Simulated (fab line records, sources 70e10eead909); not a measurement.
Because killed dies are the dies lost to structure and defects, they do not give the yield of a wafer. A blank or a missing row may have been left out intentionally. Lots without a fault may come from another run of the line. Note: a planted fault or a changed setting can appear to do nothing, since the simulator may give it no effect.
Which tool is to blame?	flow nand-harc	14 lots with 42 wafers sampled at 5 steps, on a route of 1302 steps

== WHAT THE GAUGES SHOWED, per wafer ==
NHARC_HYBRID_BOND_OVL_MEAS_05. Usual: overlay-x-nm -2 nm, standard deviation 33; overlay-y-nm 3 nm, standard deviation 35.
lot	measured	on	overlay-x-nm (nm)	overlay-y-nm (nm)	flag
L530	day 23 00:43	overlay-01	-10 -17 -54	20 38 14	
L531	day 23 21:28	overlay-02	-45 -20 39	24 18 113	
L532	day 24 03:55	overlay-01	-51 -42 -25	-42 20 -53	
L534	day 24 22:47	overlay-02	51 52 -26	26 27 12	
L535	day 25 15:16	overlay-01	-12 21 -37	5 -43 -25	
L542	day 28 23:59	overlay-01	-15 9 -19	59 -48 45	
L544	day 30 00:26	overlay-02	7 -16 47	6 27 -57	
L543	day 29 15:14	overlay-01	12 -60 -8	15 15 -3	
L548	day 31 14:06	overlay-01	-15 7 61	59 -3 32	
L549	day 31 07:16	overlay-02	-36 -9 7	-8 -18 0	
L550	day 31 14:06	overlay-02	-77 -40 31	-4 -26 10	
L551	day 31 23:46	overlay-02	39 23 10	51 33 -7	
L552	day 32 17:07	overlay-02	36 -34 34	-42 -6 -20	
L553	day 32 17:06	overlay-02	24 9 -4	40 -18 -8	

NHARC_END_SORT_01. Usual: for defect-limited-yield, 91.1 % with a standard deviation of 2.9; for killed-at-array, 55 with a standard deviation of 20; for killed-at-other, 1.1 with a standard deviation of 1.2; for killed-at-periphery, 3.8 with a standard deviation of 2.8; for killed-dies, 60 with a standard deviation of 19; for killed-open, 3.4 with a standard deviation of 1.9; for killed-short, 2.2 with a standard deviation of 1.5.
lot	measured	on	defect-limited-yield (%)	killed-at-array	killed-at-other	killed-at-periphery	killed-dies	killed-open	killed-short	flag
L542	day 29 21:49	prober-01	87.4 85.1 85.4	24 18 17	1 0 0	60 83 82	85 101 99	2 3 2	3 3 1	OFF
L543	day 30 17:01	prober-01	82.7 81.7 81.1	43 39 53	0 1 0	74 84 75	117 124 128	2 4 3	2 3 2	OFF

== WHICH TOOL RAN EACH LOT (tool, then ch and the chambers of the sampled wafers, then the start) ==
lot	NHARC_P_M2_STRIP_19	NHARC_THIN_TSV_CMP_01	NHARC_THIN_TSV_PRE_CLEAN_50
L530	wet-bench-10 ch 0,3,6, day 6 05:52	cmp-04 ch 1,2,3, day 23 04:10	pvd-sputter-03, no start
L531	wet-bench-08 ch 3,5,7, day 6 21:40	cmp-03 ch 2,3, day 23 23:20	pvd-sputter-03, no start
L532	wet-bench-10 ch 1,2,3, day 7 01:05	cmp-03 ch 0,1,3, day 24 06:34	pvd-sputter-02, no start
L534	wet-bench-08 ch 1,2,3, day 8 01:34	cmp-04 ch 1,2,3, day 25 00:13	pvd-sputter-02, no start
L535	wet-bench-10 ch 1,3,5, day 8 11:50	cmp-04 ch 0,1,3, day 25 16:43	pvd-sputter-02, no start
L542	wet-bench-10 ch 1,2,3, day 11 12:23	cmp-03 ch 0,2,3, day 29 01:30	pvd-sputter-02, day 29 21:49 or earlier
L544	wet-bench-08 ch 0,3,4, day 12 08:56	cmp-03 ch 0,1,2, day 30 01:54	pvd-sputter-01, no start
L543	wet-bench-10 ch 0,6,7, day 12 10:06	cmp-04 ch 0,1,2, day 29 19:04	pvd-sputter-02, day 30 17:01 or earlier
L548	wet-bench-08 ch 0,2,6, day 14 02:16	cmp-03 ch 0,1,2, day 31 16:46	pvd-sputter-03, no start
L549	wet-bench-08 ch 1,4,6, day 14 03:11	cmp-03 ch 0,1,2, day 31 08:41	pvd-sputter-01, no start
L550	wet-bench-10 ch 1,2,5, day 14 13:40	cmp-01 ch 0,2,3, day 31 15:33	pvd-sputter-03, no start
L551	wet-bench-10 ch 1,5,7, day 15 02:56	cmp-01 ch 0,1,2, day 32 01:58	pvd-sputter-03, no start
L552	wet-bench-10 ch 2,3,5, day 15 17:28	cmp-01 ch 0,1,3, day 32 21:20	pvd-sputter-02, no start
L553	wet-bench-10 ch 0,2,4, day 16 01:22	cmp-03 ch 1,2,3, day 32 20:03	pvd-sputter-02, no start
- NHARC_P_M2_STRIP_19: strips in post etch residue remover, time 600 s.
- NHARC_THIN_TSV_CMP_01: polishes.
- NHARC_THIN_TSV_PRE_CLEAN_50: time 30 s.

== WHAT THE TOOLS THEMSELVES READ (means of the sampled wafers that have a number; where no wafer has one, the mark that the record gives instead) ==
NHARC_THIN_TSV_CMP_01. Usual: motor-current-A reads 11.7 A (standard deviation 1).
lot	tool	motor-current-A (A)	flag
L530	cmp-04	12.3	
L531	cmp-03	12.2	
L532	cmp-03	11.9	
L534	cmp-04	12.6	
L535	cmp-04	13.2	
L542	cmp-03	11.9	
L544	cmp-03	11.3	
L543	cmp-04	11.7	
L548	cmp-03	11.2	
L549	cmp-03	11.4	
L550	cmp-01	11.0	
L551	cmp-01	11.1	
L552	cmp-01	10.4	
L553	cmp-03	11.5	

NHARC_THIN_TSV_PRE_CLEAN_50. Usual: heater-power-w reads 400 W (standard deviation 31).
lot	tool	heater-power-w (W)	flag
L530	pvd-sputter-03	404	
L531	pvd-sputter-03	435	
L532	pvd-sputter-02	392	
L534	pvd-sputter-02	380	
L535	pvd-sputter-02	397	
L542	pvd-sputter-02	384	
L544	pvd-sputter-01	438	
L543	pvd-sputter-02	386	
L548	pvd-sputter-03	402	
L549	pvd-sputter-01	425	
L550	pvd-sputter-03	417	
L551	pvd-sputter-03	399	
L552	pvd-sputter-02	387	
L553	pvd-sputter-02	404	

== THE ANSWER, worked out from the rows above alone ==
Rule: a lot counts as off when the mean over its wafers that have a number is more than 3 standard deviations away from the usual mean. Also off: a lot with no number at a reading for which 4 or more lots have one. Any other lot the step has rows for is counted as sound. After the gauges, taken in route order, come the tools' own readings; for these a lot's mean is taken, as printed above. The first step at which some lot is off is used, and at that step the reading that is off furthest; a lot without a number counts as furthest.
Off at NHARC_END_SORT_01 (killed-at-periphery): L542, L543. Neither off nor sound, because the step has no rows for them: L530, L531, L532, L534, L535, L544, L548, L549, L550, L551, L552, L553.
If a tool, at a process step before that reading, ran all the lots that are off and no sound lot after the first of them, it fits. The gauges at NHARC_END_SORT_01 are tried like those tools. NHARC_THIN_TSV_PRE_CLEAN_50 gives no start for some lots, so the hours and the order of its lots are those of NHARC_END_SORT_01. Can't be told from this: 3 tools fit, wet-bench-10 at NHARC_P_M2_STRIP_19, pvd-sputter-02 at NHARC_THIN_TSV_PRE_CLEAN_50, prober-01 at NHARC_END_SORT_01.

== WHAT THE SIMULATOR PUT IN ==
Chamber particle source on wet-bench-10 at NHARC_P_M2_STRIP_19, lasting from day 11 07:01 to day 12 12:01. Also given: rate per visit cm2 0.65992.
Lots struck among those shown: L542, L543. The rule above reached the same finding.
